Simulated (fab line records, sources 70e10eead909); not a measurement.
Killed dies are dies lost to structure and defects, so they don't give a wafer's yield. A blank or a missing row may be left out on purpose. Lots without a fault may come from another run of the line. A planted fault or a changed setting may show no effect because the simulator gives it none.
Which tool did it? | flow nand_harc | 12 lots, 36 wafers sampled, at 7 steps of a route of 1159

WHAT THE GAUGES READ, wafer by wafer
NHARC_P_STI_INSPECT_11. Usual: raw_defect_count 5.8, standard deviation 2.9.
lot  | measured    | on                | raw_defect_count | flag
L270 | day 2 08:30 | defect_inspect-01 | 6 3 3            |
L271 | day 2 20:20 | defect_inspect-02 | 5 8 3            |
L273 | day 3 05:34 | defect_inspect-02 | 4 7 4            |
L274 | day 3 10:58 | defect_inspect-01 | 5 2 11           |
L277 | day 4 02:07 | defect_inspect-01 | 12 9 7           |
L278 | day 4 11:19 | defect_inspect-02 | 3 8 3            |
L281 | day 5 07:11 | defect_inspect-02 | 6 8 6            |
L284 | day 5 23:02 | defect_inspect-02 | 6 3 4            |
L287 | day 6 17:37 | defect_inspect-02 | 9 6 4            |
L288 | day 6 23:19 | defect_inspect-02 | 8 4 10           |
L290 | day 7 11:46 | defect_inspect-01 | 3 0 5            |
L293 | day 8 02:46 | defect_inspect-01 | 1 3 4            |

NHARC_P_GATE_CD_MEAS_33. Usual: cd_nm 120.3 nm, standard deviation 2.
lot  | measured     | on        | cd_nm (nm)        | flag
L270 | day 4 12:36  | cd_sem-03 | 122.5 120.1 124.3 |
L271 | day 5 00:49  | cd_sem-02 | 120.7 121.4 117.9 |
L273 | day 5 08:10  | cd_sem-02 | 121.9 118.6 121.1 |
L274 | day 6 04:22  | cd_sem-02 | 118.9 121.5 121.8 |
L277 | day 6 15:22  | cd_sem-01 | 118.9 120.5 120.9 |
L278 | day 6 21:40  | cd_sem-03 | 120.1 121.6 119.2 |
L281 | day 7 23:51  | cd_sem-03 | - - -             | OFF
L284 | day 8 00:10  | cd_sem-03 | - - -             | OFF
L287 | day 9 02:04  | cd_sem-03 | 118.0 122.0 120.7 |
L288 | day 9 05:37  | cd_sem-01 | 117.4 119.2 119.5 |
L290 | day 9 18:10  | cd_sem-03 | 124.9 119.4 118.7 |
L293 | day 10 05:19 | cd_sem-02 | 117.1 117.8 119.6 |

NHARC_P_GATE_INSPECT_68. Usual: raw_defect_count 182, standard deviation 76.
lot  | measured     | on                | raw_defect_count | flag
L270 | day 5 05:52  | defect_inspect-01 | 203 116 138      |
L271 | day 5 18:34  | defect_inspect-02 | 135 141 187      |
L273 | day 6 01:43  | defect_inspect-02 | 172 103 153      |
L274 | day 6 22:01  | defect_inspect-01 | 151 104 212      |
L277 | day 7 11:28  | defect_inspect-01 | 162 133 311      |
L278 | day 7 16:01  | defect_inspect-01 | 216 609 363      |
L281 | day 8 17:37  | defect_inspect-01 | 3528 3554 3477   | OFF
L284 | day 8 18:02  | defect_inspect-01 | 3759 3839 3569   | OFF
L287 | day 9 20:01  | defect_inspect-02 | 203 295 178      |
L288 | day 9 23:09  | defect_inspect-02 | 141 136 111      |
L290 | day 10 11:57 | defect_inspect-02 | 137 185 115      |
L293 | day 10 22:46 | defect_inspect-02 | 230 166 258      |

NHARC_END_SORT_01. Usual: killed_at_array 28, standard deviation 8.9; killed_at_other 0.8, standard deviation 1.2; killed_at_periphery 3.3, standard deviation 2.3; killed_dies 32, standard deviation 9.4; killed_open 3.2, standard deviation 1.8; killed_short 1.9, standard deviation 1.4.
lot  | measured     | on        | killed_at_array | killed_at_other | killed_at_periphery | killed_dies | killed_open | killed_short | flag
L281 | day 22 21:15 | prober-01 | 3 1 3           | 0 0 1           | 674 676 673         | 677 677 677 | 1 0 1       | 0 0 0        | OFF
L284 | day 22 13:32 | prober-01 | 9 4 3           | 0 0 1           | 668 673 673         | 677 677 677 | 1 0 0       | 0 0 1        | OFF

WHICH TOOL RAN EACH LOT (tool, then ch and the chambers of the sampled wafers, then the start)
lot  | NHARC_P_GATE_HM_DEP_102       | NHARC_P_GATE_ETCH_114                         | NHARC_P_GATE_ETCH_32
L270 | acl_dep-03 ch 0, day 4 10:10  | rie_diel-10 ch 1,2, day 4 12:16 or earlier    | rie_si-02 ch 0,3, day 4 12:16
L271 | acl_dep-03 ch 0, day 4 22:43  | rie_diel-10 ch 0,1, day 5 00:29 or earlier    | rie_si-01 ch 1,2, day 5 00:29
L273 | acl_dep-02 ch 0, day 5 05:50  | rie_diel-10 ch 0,1, day 5 07:50 or earlier    | rie_si-06 ch 1,2,3, day 5 07:50
L274 | acl_dep-02 ch 0, day 6 02:17  | rie_diel-04 ch 0,1,3, day 6 04:02 or earlier  | rie_si-02 ch 0,3, day 6 04:02
L277 | acl_dep-02 ch 0, day 6 13:02  | rie_diel-04 ch 0,3, day 6 15:01 or earlier    | rie_si-02 ch 1,2, day 6 15:01
L278 | acl_dep-02 ch 0, day 6 19:22  | rie_diel-10 ch 0,1,3, day 6 21:19 or earlier  | rie_si-02 ch 0,1,3, day 6 21:19
L281 | acl_dep-03, day 7 21:20       | rie_diel-04 ch 1,3, day 7 23:31 or earlier    | rie_si-06 ch 0,1, day 7 23:31
L284 | acl_dep-02, day 7 21:46       | rie_diel-04 ch 0,1,3, day 7 23:50 or earlier  | rie_si-06 ch 1,2,3, day 7 23:50
L287 | acl_dep-02 ch 0, day 8 23:39  | rie_diel-10 ch 0,2,3, day 9 01:44 or earlier  | rie_si-06 ch 0,1,3, day 9 01:44
L288 | acl_dep-03 ch 0, day 9 03:18  | rie_diel-04 ch 0,2,3, day 9 05:17 or earlier  | rie_si-02 ch 0,2,3, day 9 05:17
L290 | acl_dep-01 ch 0, day 9 15:49  | rie_diel-04 ch 0,2,3, day 9 17:47 or earlier  | rie_si-06 ch 1,2,3, day 9 17:47
L293 | acl_dep-02 ch 0, day 10 02:44 | rie_diel-04 ch 0,2,3, day 10 04:59 or earlier | rie_si-02 ch 1,2,3, day 10 04:59
- NHARC_P_GATE_HM_DEP_102: deposits aC, target thk 120 nm.
- NHARC_P_GATE_ETCH_114: etches the open film in CF4/O2, target depth 30 nm, overetch 3 nm, time 16.5 s.
- NHARC_P_GATE_ETCH_32: etches the open film in HBr/Cl2, target depth 150 nm, time 100.1 s.

WHAT THE TOOLS THEMSELVES READ (means of the sampled wafers that have a number; where no wafer has one, the mark that the record gives instead)
NHARC_P_GATE_HM_DEP_102. Usual: susceptor_temp_C 399.97 C, standard deviation 0.19; throttle_valve_pct 34.999 %, standard deviation 0.0085.
lot  | tool       | susceptor_temp_C (C) | throttle_valve_pct (%) | flag
L270 | acl_dep-03 | -                    | 35.003                 | OFF
L271 | acl_dep-03 | 399.91               | 34.997                 |
L273 | acl_dep-02 | 400.06               | 35.007                 |
L274 | acl_dep-02 | 399.91               | 35.004                 |
L277 | acl_dep-02 | 400.00               | 34.993                 |
L278 | acl_dep-02 | -                    | 34.999                 | OFF
L281 | acl_dep-03 | -                    | -                      | OFF
L284 | acl_dep-02 | -                    | -                      | OFF
L287 | acl_dep-02 | -                    | 34.998                 | OFF
L288 | acl_dep-03 | -                    | 35.001                 | OFF
L290 | acl_dep-01 | 399.68               | 35.008                 |
L293 | acl_dep-02 | 400.23               | 34.996                 |

NHARC_P_GATE_ETCH_114. Usual: cf4_flow_sccm 79.94 sccm, standard deviation 0.23; drypump_motor_current_A 5.7 A, standard deviation 0.44; oes_product_au 1.000 a.u., standard deviation 0.0066; rf_vpp_V 198.0 V, standard deviation 1.6; showerhead_plenum_p_Torr 1.34 Torr, standard deviation 0.067; throttle_valve_pct 13.398 %, standard deviation 0.0088.
lot  | tool        | cf4_flow_sccm (sccm) | drypump_motor_current_A (A) | oes_product_au (a.u.) | rf_vpp_V (V) | showerhead_plenum_p_Torr (Torr) | throttle_valve_pct (%) | flag
L270 | rie_diel-10 | 79.89                | 5.6                         | 0.998                 | 196.6        | 1.30                            | 13.394                 |
L271 | rie_diel-10 | 79.84                | 5.3                         | 1.000                 | 196.4        | 1.25                            | 13.399                 |
L273 | rie_diel-10 | 79.82                | 5.3                         | 0.999                 | 195.4        | 1.25                            | 13.395                 |
L274 | rie_diel-04 | 79.77                | 5.5                         | 1.010                 | 199.2        | 1.38                            | 13.414                 |
L277 | rie_diel-04 | 80.00                | 5.6                         | 1.007                 | 198.9        | 1.40                            | 13.400                 |
L278 | rie_diel-10 | 79.88                | 5.3                         | 1.000                 | 197.8        | 1.30                            | 13.394                 |
L281 | rie_diel-04 | 79.85                | 5.6                         | 0.997                 | 198.6        | 1.36                            | 13.409                 |
L284 | rie_diel-04 | 80.04                | 5.5                         | 0.994                 | 198.4        | 1.38                            | 13.394                 |
L287 | rie_diel-10 | 80.05                | 5.5                         | 0.997                 | 198.6        | 1.36                            | 13.405                 |
L288 | rie_diel-04 | 79.74                | 5.8                         | 1.002                 | 198.6        | 1.36                            | 13.391                 |
L290 | rie_diel-04 | 80.09                | 5.8                         | 0.999                 | 198.5        | 1.36                            | 13.405                 |
L293 | rie_diel-04 | 79.98                | 5.8                         | 1.003                 | 198.3        | 1.36                            | 13.394                 |

NHARC_P_GATE_ETCH_32. Usual: drypump_motor_current_A 5.8 A, standard deviation 0.56; oes_product_au 0.999 a.u., standard deviation 0.0063; throttle_valve_pct 26.405 %, standard deviation 0.0091.
lot  | tool      | drypump_motor_current_A (A) | oes_product_au (a.u.) | throttle_valve_pct (%) | flag
L270 | rie_si-02 | 5.4                         | 1.000                 | 26.398                 |
L271 | rie_si-01 | 5.3                         | 0.989                 | 26.406                 |
L273 | rie_si-06 | 5.6                         | 0.994                 | 26.406                 |
L274 | rie_si-02 | 5.4                         | 0.998                 | 26.407                 |
L277 | rie_si-02 | 6.2                         | 1.000                 | 26.404                 |
L278 | rie_si-02 | 5.8                         | 1.000                 | 26.407                 |
L281 | rie_si-06 | 6.2                         | 1.002                 | 26.407                 |
L284 | rie_si-06 | 5.6                         | 0.997                 | 26.406                 |
L287 | rie_si-06 | 5.8                         | 1.002                 | 26.402                 |
L288 | rie_si-02 | 5.6                         | 1.009                 | 26.406                 |
L290 | rie_si-06 | 5.6                         | 1.001                 | 26.414                 |
L293 | rie_si-02 | 6.0                         | 1.000                 | 26.409                 |

THE ANSWER, worked out from the rows above alone
Rule: a lot is off if the mean of its wafers that have a number lies more than 3 standard deviations from the usual mean. A lot without any number at a reading at which 4 lots or more have one is off too. The other lots that the step has rows for count as sound. The gauges are gone through in route order, then the tools' own readings, and for those a lot's mean is taken as printed above. The first step at which some lot is off is used, and at that step the reading that is off furthest; a lot without a number counts as furthest.
Off: L281, L284, at NHARC_P_GATE_CD_MEAS_33 (cd_nm). Without a number there: L281, L284.
A tool fits if, at a process step before that reading, it ran every lot that is off, and no sound lot after the first of them. The gauges at NHARC_P_GATE_CD_MEAS_33 aren't tried: what is off there is off at NHARC_P_GATE_INSPECT_68 too, on other tools, and a gauge's error can't cause that. NHARC_P_GATE_ETCH_114 gives no start for some lots, so the hours and the order of its lots are those of NHARC_P_GATE_ETCH_32. None of those tried fits.

WHAT THE SIMULATOR HAD PUT IN
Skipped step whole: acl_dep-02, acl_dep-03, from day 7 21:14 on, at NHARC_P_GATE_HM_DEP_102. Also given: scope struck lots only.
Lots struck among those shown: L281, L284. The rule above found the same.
